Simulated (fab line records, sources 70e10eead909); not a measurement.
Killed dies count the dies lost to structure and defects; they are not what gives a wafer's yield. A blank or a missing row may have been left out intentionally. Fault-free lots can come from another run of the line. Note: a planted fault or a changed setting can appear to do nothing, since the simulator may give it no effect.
Matching of chambers + flow nand_harc + 3 sister chambers for NHARC_A_STAIRCASE_DEP_259 on pecvd-04
The step deposits SiON, target thk 30 nm. 20 wafers are shown with their chamber, then 10 later ones without.

WAFERS, EACH WITH ITS CHAMBER
| wafer  | chamber | susceptor_temp_C (C) | heater_power_w (W) |
|--------|---------|----------------------|--------------------|
| L076.2 | 0       | 400.35               | 786                |
| L076.5 | 2       | 400.10               | 869                |
| L076.6 | 1       | 399.91               | 765                |
| L077.1 | 1       | 399.84               | 928                |
| L077.2 | 0       | 399.78               | 752                |
| L077.4 | 2       | 399.77               | 876                |
| L079.1 | 0       | 400.44               | 788                |
| L079.2 | 1       | 400.30               | 939                |
| L079.6 | 0       | 400.31               | 806                |
| L086.1 | 2       | 400.08               | 910                |
| L086.2 | 0       | 400.31               | 802                |
| L086.4 | 0       | 400.43               | 796                |
| L085.1 | 2       | 400.07               | 820                |
| L085.5 | 2       | 400.03               | 839                |
| L085.6 | 1       | 399.78               | 735                |
| L087.2 | 2       | 400.27               | 853                |
| L087.4 | 1       | 399.57               | 724                |
| L087.6 | 2       | 400.19               | 849                |
| L091.3 | 1       | 399.64               | 828                |
| L091.5 | 1       | 400.23               | 835                |

SIGNATURES (means of the wafers above)
| reading          | chamber 0 | chamber 1 | chamber 2 | scatter within a chamber |
|------------------|-----------|-----------|-----------|--------------------------|
| susceptor_temp_C | 400.2700  | 399.8957  | 400.0729  | 0.232                    |
| heater_power_w   | 788.33    | 822.00    | 859.43    | 55.6                     |
Rule: a wafer's distance from a chamber is the root of the sum, over the readings, of the square of ((its reading less the chamber's mean) divided by the reading's scatter). If the next closest chamber is less than 2 further off than the closest, the wafer can't be placed; otherwise it belongs to the closest. The scatter: the root of (the sum of the squares of (reading less its chamber's mean) over the shown wafers, divided by (wafers less chambers)).

WAFERS MISSING THEIR CHAMBER
| wafer  | susceptor_temp_C (C) | heater_power_w (W) |
|--------|----------------------|--------------------|
| L091.6 | 399.98               | 760                |
| L090.1 | 399.88               | 835                |
| L090.4 | 400.01               | 847                |
| L090.6 | 399.98               | 831                |
| L093.2 | 400.06               | 849                |
| L093.3 | 400.02               | 807                |
| L093.6 | 399.70               | 749                |
| L094.2 | 399.98               | 851                |
| L094.5 | 399.93               | 829                |
| L094.6 | 399.79               | 913                |

CHAMBER TAKEN BY EACH
| wafer  | from the rows above          | in truth |
|--------|------------------------------|----------|
| L091.6 | can't be placed: 1 or 0 or 2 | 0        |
| L090.1 | can't be placed: 1 or 2 or 0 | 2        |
| L090.4 | can't be placed: 2 or 1 or 0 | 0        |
| L090.6 | can't be placed: 1 or 2 or 0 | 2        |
| L093.2 | can't be placed: 2 or 1 or 0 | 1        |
| L093.3 | can't be placed: 1 or 2 or 0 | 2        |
| L093.6 | can't be placed: 1 or 2 or 0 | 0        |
| L094.2 | can't be placed: 2 or 1 or 0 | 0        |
| L094.5 | can't be placed: 1 or 2 or 0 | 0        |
| L094.6 | can't be placed: 2 or 1 or 0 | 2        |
Placed correctly: 0 of 10. Can't be placed from these rows: 10 (the true chamber is among the candidates in 10). Number placed wrongly: 0.
